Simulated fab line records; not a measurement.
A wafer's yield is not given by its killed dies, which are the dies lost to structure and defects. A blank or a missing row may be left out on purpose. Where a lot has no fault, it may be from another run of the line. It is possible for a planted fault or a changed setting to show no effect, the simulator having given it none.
Struck lot and sound lot, side by side	flow nand_harc	14 steps out of a route of 1159
Sound: these wafers, L532.1, L532.3, L532.5. Struck: wafers L540.1, L540.2, L540.5. At the end, the cause is stated.
Per side, at each step with rows, come the tool, then ch with its chambers, and then its first start. Under that, the readings that differ: sound wafers	struck wafers	difference of the means	sigmas: that difference in standard deviations of wafers without a fault.
alike: words and numbers the same on both sides, and readings whose means are apart by under 2 such deviations; not compared: readings that were withheld, readings missing a value for some wafer, numbers with overlapping values and no deviation given by the record, and bounds like >300 which may hide the same value.
Wherever a step has rows on one side only, a row that says differs or no value, or a row with sigmas, the two part there. When numbers do not overlap yet have no deviation, they are printed without sigmas and do not part them. Lack of a reading on every wafer of one side parts them only where that side has two or more wafers.

NHARC_A_SLIT_ETCH_26: etches the open film in C4F8/O2/Ar, time 90 s, target depth 400 nm.
  sound on har_etch-02 ch 1, day 14 09:59; struck on har_etch-02 ch 0,1, day 16 17:25
  alike: chamber_pressure_mTorr, drypump_motor_current_A, esc_clamp_current_uA, mfc_ar_sccm, showerhead_plenum_p_Torr, throttle_valve_pct
  not compared: rf_hours_counter_h
then, 1 step without rows for these wafers: NHARC_A_SLIT_STRIP_28 (strips in O2/COS).
NHARC_A_SLIT_ETCH_29: etches the open film in CF4/O2, target depth 100 nm, overetch 10 nm, time 55 s.
  sound on rie_diel-10 ch 1,2,3, day 14 10:35; struck on rie_diel-07 ch 1,2,3, day 16 18:02
  alike: chamber_pressure_mTorr, drypump_motor_current_A, mfc_ar_sccm, oes_product_au, rf_vpp_V, showerhead_plenum_p_Torr, throttle_valve_pct
  not compared: rf_hours_counter_h
NHARC_A_SLIT_STRIP_18: strips in O2.
  sound: rie_diel-10 ch 0,1; struck: rie_diel-07 ch 0,1,3
  alike: chamber_pressure_mTorr, drypump_motor_current_A, mfc_ar_sccm, oes_product_au, rf_vpp_V, showerhead_plenum_p_Torr, throttle_valve_pct
  not compared: rf_hours_counter_h
then, 2 steps without rows for these wafers: NHARC_A_SLIT_PRECLEAN_19 (cleans in SC1); NHARC_A_SLIT_SRD_20.
NHARC_A_SLIT_CD_MEAS_21:
  struck on cd_sem-03, day 16 18:33; sound on cd_sem-03, day 14 11:08
  alike: cd_nm
then, 3 steps without rows for these wafers: NHARC_A_SIN_REMOVE_WET_00 (chemistry H3PO4, time 15300 s); NHARC_A_SIN_REMOVE_PRECLEAN_01 (cleans in SC1); NHARC_A_SIN_REMOVE_SRD_02.
NHARC_A_SIN_REMOVE_INSPECT_04:
  struck on defect_inspect-01, day 17 00:08; sound on defect_inspect-01, day 14 18:52
  alike: raw_defect_count
NHARC_A_WL_FILL_ALD_00: deposits Al2O3, target thk 3 nm, pulse time 3 s, ald cycles 30.
  sound on ald_hk-02 ch 1,3, day 14 19:36; struck on ald_hk-01 ch 0,2,3, day 17 00:15
reading	sound	struck	difference	sigmas
ald_cycles	30 30 30	25 25 25	-5	
  alike: heater_power_w, precursor_pulse_height_rel, susceptor_temp_C
NHARC_A_WL_FILL_RTA_01: time 5 s.
  sound on rtp_anneal-01 ch 0, day 14 19:55; struck on rtp_anneal-02 ch 0, day 17 00:28
reading	sound	struck	difference	sigmas
lamp_power_pct (%)	29.6 29.7 29.6	26.8 26.7 26.7	-2.9	-2
lamp_zone_5_pct (%)	29.6 29.6 29.6	26.7 26.8 26.7	-2.9	-2
lamp_zone_6_pct (%)	29.5 29.6 29.6	26.7 26.7 26.7	-2.9	-2
wafer_temp_C_max	1003.5 1004.4 1004.3	1006.5 1008.8 1007.3	+3.5	+2
-- jump in the record: it breaks off in module A_WL_FILL and resumes in module END (first step shown: number 1159 of the route), and 5 days separate the struck wafers' starts before and after --
NHARC_END_SORT_01:
  at this point the record logs the struck wafers (prober-01 ch 0, day 21 12:52) and has no rows for the sound ones

## WHERE THEY PART
At NHARC_A_WL_FILL_RTA_01 first; at NHARC_END_SORT_01 last (within this record only).

WHY: what had been put in by the simulator
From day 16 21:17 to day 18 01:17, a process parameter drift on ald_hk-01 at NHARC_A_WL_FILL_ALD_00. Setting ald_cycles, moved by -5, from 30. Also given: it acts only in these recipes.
